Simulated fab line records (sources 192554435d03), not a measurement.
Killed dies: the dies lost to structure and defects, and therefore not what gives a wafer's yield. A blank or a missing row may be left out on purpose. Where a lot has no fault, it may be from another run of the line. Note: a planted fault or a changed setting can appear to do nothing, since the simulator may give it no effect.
What tool caused it? | flow n5-finfet | Sampling: 10 lots, 28 wafers, 5 of 1938 route steps

WHAT THE GAUGES READ, wafer by wafer
N5_BEOL_M11_RS_MEAS_57: the measuring method here is four-point-probe.
lot  | measured     | on            | M11_RS (ohm/sq)
L437 | day 10 08:54 | film-metro-02 | 0.148 0.152 0.153
L439 | day 10 22:54 | film-metro-01 | 0.149 0.154 0.151
L440 | day 11 14:47 | film-metro-01 | 0.154 0.152 0.158
L442 | day 12 06:48 | film-metro-02 | 0.153 0.150 0.152
L444 | day 12 12:01 | film-metro-02 | 0.153 0.157 0.154
L446 | day 13 01:08 | film-metro-01 | 0.153 0.158 0.154
L447 | day 13 14:29 | film-metro-02 | 0.158 0.160
L454 | day 14 22:11 | film-metro-01 | 0.152 0.156
L458 | day 15 21:47 | film-metro-02 | 0.149 0.154 0.149
L460 | day 16 08:50 | film-metro-02 | 0.152 0.155 0.149

N5_BEOL_M12_THK_MEAS_01.
lot  | measured     | on            | M12_ILD_THK (nm)
L437 | day 10 09:05 | film-metro-02 | 666 646 667
L439 | day 10 23:06 | film-metro-02 | 654 648 662
L440 | day 11 14:59 | film-metro-01 | 667 674 655
L442 | day 12 07:00 | film-metro-02 | 651 659 674
L444 | day 12 12:13 | film-metro-01 | 641 658 664
L446 | day 13 01:20 | film-metro-01 | 654 669 660
L447 | day 13 14:43 | film-metro-01 | 667 658
L454 | day 14 22:22 | film-metro-02 | 676 699
L458 | day 15 21:59 | film-metro-01 | 655 665 658
L460 | day 16 09:02 | film-metro-01 | 645 650 655

N5_BEOL_M12_OVL_MEAS_11.
lot  | measured     | on         | V11_OVL (nm)
L437 | day 10 09:26 | overlay-02 | -5 -4 -4
L439 | day 10 23:34 | overlay-01 | -8 -9 -4
L440 | day 11 15:19 | overlay-01 | -4 -9 -4
L442 | day 12 07:20 | overlay-02 | -5 0 -4
L444 | day 12 12:41 | overlay-02 | -7 -2 -3
L446 | day 13 01:40 | overlay-01 | -5 -6 -12
L447 | day 13 15:04 | overlay-01 | -9 -11
L454 | day 14 22:50 | overlay-01 | -1 -9
L458 | day 15 22:19 | overlay-02 | -7 -5 -3
L460 | day 16 09:22 | overlay-01 | -12 -8 -5

EACH LOT AND THE TOOL THAT RAN IT (in order: tool; ch and the chambers of the sampled wafers; start)
lot  | N5_BEOL_M11_DEP_56              | N5_BEOL_M12_ILD_DEP_00
L437 | pecvd-01 ch 0,1, day 10 08:50   | pecvd-03 ch 0,1, day 10 08:58
L439 | pecvd-01 ch 1,2, day 10 22:50   | pecvd-02 ch 1,2, day 10 22:58
L440 | pecvd-01 ch 0,1,2, day 11 14:43 | pecvd-04 ch 0,1,2, day 11 14:51
L442 | pecvd-03 ch 0,1, day 12 06:44   | pecvd-04 ch 0,1,2, day 12 06:52
L444 | pecvd-04 ch 0,1,2, day 12 11:57 | pecvd-03 ch 0,1,2, day 12 12:05
L446 | pecvd-04 ch 0,1,2, day 13 01:04 | pecvd-04 ch 1,2, day 13 01:12
L447 | pecvd-03 ch 1,2, day 13 14:25   | pecvd-02 ch 0,1, day 13 14:35
L454 | pecvd-01 ch 1, day 14 22:04     | pecvd-02 ch 0,2, day 14 22:14
L458 | pecvd-03 ch 0,1, day 15 21:44   | pecvd-04 ch 0,1,2, day 15 21:51
L460 | pecvd-04 ch 1,2, day 16 08:46   | pecvd-03 ch 1,2, day 16 08:54
- N5_BEOL_M11_DEP_56: deposits SiCN from 3MS/NH3, target thk 30 nm, time 10.5 s.
- N5_BEOL_M12_ILD_DEP_00: deposits SiOC from DEMS/O2, target thk 658.92 nm, time 130.7 s.

WHAT THE TOOLS THEMSELVES READ (means of the sampled wafers that have a number; where no wafer has one, the mark that the record gives instead)
N5_BEOL_M11_DEP_56.
lot  | tool     | rf-fwd-power-W (W) | showerhead-plenum-p-Torr (Torr) | throttle-valve-pct (%)
L437 | pecvd-01 | 666.6              | 4.150                           | 19.1
L439 | pecvd-01 | 665.3              | 4.136                           | 18.0
L440 | pecvd-01 | 667.0              | 4.150                           | 18.6
L442 | pecvd-03 | 667.0              | 4.163                           | 18.9
L444 | pecvd-04 | 662.2              | 4.151                           | 17.5
L446 | pecvd-04 | 663.2              | 4.157                           | 17.6
L447 | pecvd-03 | 664.5              | 4.176                           | 17.9
L454 | pecvd-01 | 668.6              | 4.144                           | 18.1
L458 | pecvd-03 | 665.2              | 4.180                           | 18.8
L460 | pecvd-04 | 662.2              | 4.172                           | 17.6

N5_BEOL_M12_ILD_DEP_00.
lot  | tool     | heater-power-w (W) | rf-fwd-power-W (W) | run-length-s (s) | showerhead-plenum-p-Torr (Torr) | throttle-valve-pct (%)
L437 | pecvd-03 | 500                | 496.2              | 174.9            | 5.705                           | 12.5
L439 | pecvd-02 | 459                | 497.9              | 175.5            | 5.663                           | 12.1
L440 | pecvd-04 | 523                | 496.6              | 175.1            | 5.685                           | 11.6
L442 | pecvd-04 | 468                | 497.2              | 175.3            | 5.680                           | 11.3
L444 | pecvd-03 | 513                | 498.2              | 174.9            | 5.701                           | 12.1
L446 | pecvd-04 | 509                | 498.5              | 174.8            | 5.704                           | 11.1
L447 | pecvd-02 | 456                | 499.1              | 175.4            | 5.674                           | 12.3
L454 | pecvd-02 | 466                | 498.8              | 181.7            | 5.684                           | 11.8
L458 | pecvd-04 | 495                | 496.8              | 175.0            | 5.693                           | 11.7
L460 | pecvd-03 | 557                | 497.6              | 175.1            | 5.707                           | 11.7

THE ANSWER, worked out from the rows above alone
Rule: the usual values come from the lots themselves. The widest of any qualifying gaps counts: lots, ordered by their means at a reading, are off when they make up no more than a third of the lots, leave a main group of 4 or more, and stand apart from it by 3 or more times the standard deviation of that group's means. Not used: any main group whose means are identical at the precision the tables above print for the reading. Also off: a lot with no number at a reading for which 4 or more lots have one. Any other lot the step has rows for is counted as sound. The gauges are gone through in route order, then the tools' own readings, and for those a lot's mean is taken as printed above. At the first step where some lot is off, the reading lying furthest off is the one used; lots without a number count as furthest.
Off: at N5_BEOL_M12_THK_MEAS_01 (M12_ILD_THK), L454. Mean 659 nm and standard deviation 4.5 in the main group.
If a tool, at a process step before that reading, ran all the lots that are off and no sound lot after the first of them, it fits. The gauges at N5_BEOL_M12_THK_MEAS_01 aren't tried: what is off there is off at N5_BEOL_M12_ILD_DEP_00 too, on other tools, and a gauge's error can't cause that. Undecided on this evidence; 2 tools fit (pecvd-01 at N5_BEOL_M11_DEP_56, pecvd-02 at N5_BEOL_M12_ILD_DEP_00).

WHAT THE SIMULATOR HAD PUT IN
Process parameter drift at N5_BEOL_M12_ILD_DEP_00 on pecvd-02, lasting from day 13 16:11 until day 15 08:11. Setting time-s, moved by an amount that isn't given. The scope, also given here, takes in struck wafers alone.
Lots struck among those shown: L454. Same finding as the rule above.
